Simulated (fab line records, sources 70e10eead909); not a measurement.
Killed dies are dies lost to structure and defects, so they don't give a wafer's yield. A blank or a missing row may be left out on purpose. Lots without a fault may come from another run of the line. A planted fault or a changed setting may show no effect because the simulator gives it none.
A sampling plan put to the test | flow nand_harc | one fab line, 28 faults that these records tell of, each judged on the records of the lots that it struck
The plan is the line's own looks: the steps of the route at which a gauge or an inspection reads the wafer and doesn't change it. A look can be judged if struck wafers have a number there and the file gives its usual mean and standard deviation on fault-free wafers. Caught: at a look after the fault's first step, the mean of the struck wafers lies 4 or more of those standard deviations (sigma) from the usual mean. On the tool: the same test on the tool's own readings at the fault's steps. Another recipe on the struck wafers, or a record that is blank for them alone, also counts as caught.

THE FAULTS, as the simulator had put them in
1. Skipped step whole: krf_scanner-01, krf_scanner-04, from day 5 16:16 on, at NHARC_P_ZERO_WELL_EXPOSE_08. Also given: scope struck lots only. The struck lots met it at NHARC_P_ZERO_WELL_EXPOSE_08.
2. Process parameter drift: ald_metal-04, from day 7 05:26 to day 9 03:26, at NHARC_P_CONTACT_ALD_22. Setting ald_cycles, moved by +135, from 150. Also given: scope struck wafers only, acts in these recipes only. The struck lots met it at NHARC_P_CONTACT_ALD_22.
3. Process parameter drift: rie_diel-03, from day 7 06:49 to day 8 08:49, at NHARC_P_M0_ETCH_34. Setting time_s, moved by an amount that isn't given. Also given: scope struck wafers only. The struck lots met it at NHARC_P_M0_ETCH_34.
4. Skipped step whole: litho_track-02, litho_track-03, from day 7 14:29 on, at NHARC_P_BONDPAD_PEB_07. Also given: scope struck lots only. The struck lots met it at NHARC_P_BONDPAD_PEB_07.
5. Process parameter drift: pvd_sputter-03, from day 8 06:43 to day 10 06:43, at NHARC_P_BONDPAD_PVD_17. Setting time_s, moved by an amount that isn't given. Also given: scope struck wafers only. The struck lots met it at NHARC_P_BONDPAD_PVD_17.
6. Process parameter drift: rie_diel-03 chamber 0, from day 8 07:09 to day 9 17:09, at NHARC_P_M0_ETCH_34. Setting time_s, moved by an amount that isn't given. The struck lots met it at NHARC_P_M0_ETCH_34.
7. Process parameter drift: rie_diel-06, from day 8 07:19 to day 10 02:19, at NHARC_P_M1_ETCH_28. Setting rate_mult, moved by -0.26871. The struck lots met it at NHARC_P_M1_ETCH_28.
8. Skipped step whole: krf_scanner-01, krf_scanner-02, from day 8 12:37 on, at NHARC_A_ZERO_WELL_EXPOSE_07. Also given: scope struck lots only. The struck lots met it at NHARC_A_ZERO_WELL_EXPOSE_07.
9. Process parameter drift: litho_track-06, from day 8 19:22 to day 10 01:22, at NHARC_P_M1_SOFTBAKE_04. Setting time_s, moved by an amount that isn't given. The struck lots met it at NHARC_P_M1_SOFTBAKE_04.
10. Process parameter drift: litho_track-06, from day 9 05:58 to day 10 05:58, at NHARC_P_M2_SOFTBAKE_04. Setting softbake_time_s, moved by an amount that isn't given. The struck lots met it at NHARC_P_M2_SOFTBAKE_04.
11. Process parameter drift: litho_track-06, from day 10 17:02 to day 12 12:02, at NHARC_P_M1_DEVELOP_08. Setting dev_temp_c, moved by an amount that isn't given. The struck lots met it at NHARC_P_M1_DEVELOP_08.
12. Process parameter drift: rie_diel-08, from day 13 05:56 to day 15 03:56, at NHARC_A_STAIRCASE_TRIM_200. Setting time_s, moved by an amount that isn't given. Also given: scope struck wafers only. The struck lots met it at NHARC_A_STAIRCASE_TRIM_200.
13. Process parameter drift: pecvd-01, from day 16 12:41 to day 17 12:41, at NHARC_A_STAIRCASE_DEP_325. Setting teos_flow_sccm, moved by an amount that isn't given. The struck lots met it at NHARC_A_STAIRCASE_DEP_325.
14. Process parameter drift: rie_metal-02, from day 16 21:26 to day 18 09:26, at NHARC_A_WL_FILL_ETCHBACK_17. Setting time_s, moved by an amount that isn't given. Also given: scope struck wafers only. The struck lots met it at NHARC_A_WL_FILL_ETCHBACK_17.
15. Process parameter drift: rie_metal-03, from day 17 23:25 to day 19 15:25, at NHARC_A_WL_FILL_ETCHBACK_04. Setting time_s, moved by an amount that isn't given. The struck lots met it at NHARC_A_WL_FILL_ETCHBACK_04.
16. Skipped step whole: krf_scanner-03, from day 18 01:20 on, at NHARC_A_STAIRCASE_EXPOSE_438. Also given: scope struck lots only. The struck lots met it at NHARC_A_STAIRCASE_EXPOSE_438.
17. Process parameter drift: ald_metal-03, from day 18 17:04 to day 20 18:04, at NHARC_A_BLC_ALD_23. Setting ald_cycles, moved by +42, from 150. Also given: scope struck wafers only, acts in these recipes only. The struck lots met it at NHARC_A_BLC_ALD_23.
18. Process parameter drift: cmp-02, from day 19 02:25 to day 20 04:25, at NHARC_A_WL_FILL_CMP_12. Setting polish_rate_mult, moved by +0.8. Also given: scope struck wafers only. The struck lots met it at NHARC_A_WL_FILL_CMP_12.
19. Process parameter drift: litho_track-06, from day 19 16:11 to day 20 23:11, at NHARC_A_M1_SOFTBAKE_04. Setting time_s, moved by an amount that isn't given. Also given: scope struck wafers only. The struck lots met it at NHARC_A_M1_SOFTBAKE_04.
20. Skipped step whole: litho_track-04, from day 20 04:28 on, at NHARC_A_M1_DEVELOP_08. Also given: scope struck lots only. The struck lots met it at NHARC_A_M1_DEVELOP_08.
21. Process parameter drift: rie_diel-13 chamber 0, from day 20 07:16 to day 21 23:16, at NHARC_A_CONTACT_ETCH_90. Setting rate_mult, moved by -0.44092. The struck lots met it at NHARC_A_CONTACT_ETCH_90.
22. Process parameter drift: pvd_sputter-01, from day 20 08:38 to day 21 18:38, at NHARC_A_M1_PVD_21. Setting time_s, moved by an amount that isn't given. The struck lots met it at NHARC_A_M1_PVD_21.
23. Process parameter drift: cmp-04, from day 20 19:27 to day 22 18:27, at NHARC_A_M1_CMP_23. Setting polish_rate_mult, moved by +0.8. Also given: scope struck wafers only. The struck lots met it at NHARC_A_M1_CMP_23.
24. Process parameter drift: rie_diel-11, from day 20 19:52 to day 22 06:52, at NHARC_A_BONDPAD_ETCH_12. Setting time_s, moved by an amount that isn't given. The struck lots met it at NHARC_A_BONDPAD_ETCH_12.
25. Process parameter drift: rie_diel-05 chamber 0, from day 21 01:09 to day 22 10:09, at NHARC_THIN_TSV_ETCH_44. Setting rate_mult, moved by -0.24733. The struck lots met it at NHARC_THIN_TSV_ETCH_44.
26. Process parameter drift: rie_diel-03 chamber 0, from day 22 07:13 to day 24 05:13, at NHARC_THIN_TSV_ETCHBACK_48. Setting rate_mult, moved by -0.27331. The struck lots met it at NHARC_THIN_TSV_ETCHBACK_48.
27. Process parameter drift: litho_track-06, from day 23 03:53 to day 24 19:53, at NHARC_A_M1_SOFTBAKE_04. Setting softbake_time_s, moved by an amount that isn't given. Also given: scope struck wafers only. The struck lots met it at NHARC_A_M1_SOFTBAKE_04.
28. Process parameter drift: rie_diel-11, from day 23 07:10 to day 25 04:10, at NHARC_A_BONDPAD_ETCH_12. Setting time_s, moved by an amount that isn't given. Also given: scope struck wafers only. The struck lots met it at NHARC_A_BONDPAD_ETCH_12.

WHAT THE PLAN SAW
fault | on the tool itself                               | first look that catches it                   | reading, sigma                                       | median hours from its first step to that look | hours from the fault's start to the first struck lot there | judged looks passed uncaught
1     | no reading that can be judged                    | no look after it can be judged               | -                                                    | -                                             | -                                                          | 0
2     | under 2 sigma                                    | not the one look that can be judged after it | -                                                    | -                                             | -                                                          | 1
3     | run_length_s -26 sigma                           | not the one look that can be judged after it | -                                                    | -                                             | -                                                          | 1
4     | the tool's record is blank for the struck wafers | no look after it can be judged               | -                                                    | -                                             | -                                                          | 0
5     | under 2 sigma                                    | not the one look that can be judged after it | -                                                    | -                                             | -                                                          | 1
6     | run_length_s -28 sigma                           | not the one look that can be judged after it | -                                                    | -                                             | -                                                          | 1
7     | oes_product_au -15 sigma                         | NHARC_END_SORT_01                            | killed_at_periphery +4.1                             | 316.3                                         | 331                                                        | 1
8     | no reading that can be judged                    | no look after it can be judged               | -                                                    | -                                             | -                                                          | 0
9     | heater_power_total_W +99 or beyond sigma         | not the one look that can be judged after it | -                                                    | -                                             | -                                                          | 1
10    | heater_power_total_W +99 or beyond sigma         | not the one look that can be judged after it | -                                                    | -                                             | -                                                          | 1
11    | developer_temp_C -10 sigma                       | no look after it can be judged               | -                                                    | -                                             | -                                                          | 0
12    | run_length_s +60 sigma                           | no look after it can be judged               | -                                                    | -                                             | -                                                          | 0
13    | mfc_precursor_sccm +26 sigma                     | no look after it can be judged               | -                                                    | -                                             | -                                                          | 0
14    | run_length_s -25 sigma                           | not the one look that can be judged after it | -                                                    | -                                             | -                                                          | 1
15    | run_length_s +10 sigma                           | not the one look that can be judged after it | -                                                    | -                                             | -                                                          | 1
16    | no reading that can be judged                    | no look after it can be judged               | -                                                    | -                                             | -                                                          | 0
17    | under 2 sigma                                    | no look after it can be judged               | -                                                    | -                                             | -                                                          | 0
18    | time_to_endpoint_s -4.2 sigma                    | no look after it can be judged               | -                                                    | -                                             | -                                                          | 0
19    | heater_power_total_W +99 or beyond sigma         | not the one look that can be judged after it | strongest: sort_bin_3_pct at NHARC_END_SORT_01, +2.0 | -                                             | -                                                          | 1
20    | the tool's record is blank for the struck wafers | no look after it can be judged               | -                                                    | -                                             | -                                                          | 0
21    | oes_product_au -7.7 sigma                        | NHARC_END_SORT_01                            | killed_at_array +16                                  | 77.7                                          | 97                                                         | 0
22    | under 2 sigma                                    | not the one look that can be judged after it | -                                                    | -                                             | -                                                          | 1
23    | time_to_endpoint_s -4.8 sigma                    | not the one look that can be judged after it | strongest: thk_nm at NHARC_A_M1_THK_MEAS_24, -3.5    | -                                             | -                                                          | 1
24    | run_length_s -22 sigma                           | no look after it can be judged               | -                                                    | -                                             | -                                                          | 0
25    | oes_product_au -15 sigma                         | NHARC_END_SORT_01                            | killed_at_other +99 or beyond                        | 25.2                                          | 34                                                         | 1
26    | oes_product_au -7.0 sigma                        | NHARC_END_SORT_01                            | killed_at_other +99 or beyond                        | 14.2                                          | 25                                                         | 0
27    | heater_power_total_W +99 or beyond sigma         | no look after it can be judged               | -                                                    | -                                             | -                                                          | 0
28    | run_length_s -16 sigma                           | no look after it can be judged               | -                                                    | -                                             | -                                                          | 0
A dash: the fault isn't caught, or these records don't give the number.

Caught at a look: 4 of 28. Caught on the tool: 21 of 28. By one or the other: 21 of 28.
Caught on the tool alone: faults 3, 4, 6, 9, 10, 11, 12, 13, 14, 15, 18, 19, 20, 23, 24, 27, 28.
Caught by neither: faults 1, 2, 5, 8, 16, 17, 22.

THINNER SAMPLING
If the look that catches a fault measured only every second or every third lot, by lot number, the first struck lot would be measured this late in the worst case:
fault | struck lots at that look, in order of time | every lot | every second lot | every third lot
7     | L137, L134                                 | 331 h     | 338 h            | may miss all 2
21    | L632, L635                                 | 97 h      | 106 h            | may miss all 2
25    | L961                                       | 34 h      | may miss it      | may miss it
26    | L203                                       | 25 h      | may miss it      | may miss it
Hours are from the fault's start to the first struck lot that is measured. The limit of 4 sigma was tested on all struck wafers together, so one lot alone may lie under it. Other struck lots may not be in these records.

THE LONGEST TIMED WAY FROM STEP TO LOOK
Fault 7: a median of 316.3 hours passes between NHARC_P_M1_ETCH_28 and NHARC_END_SORT_01. The look between them that can be judged stayed within 4 sigma: NHARC_P_M1_THK_MEAS_24.
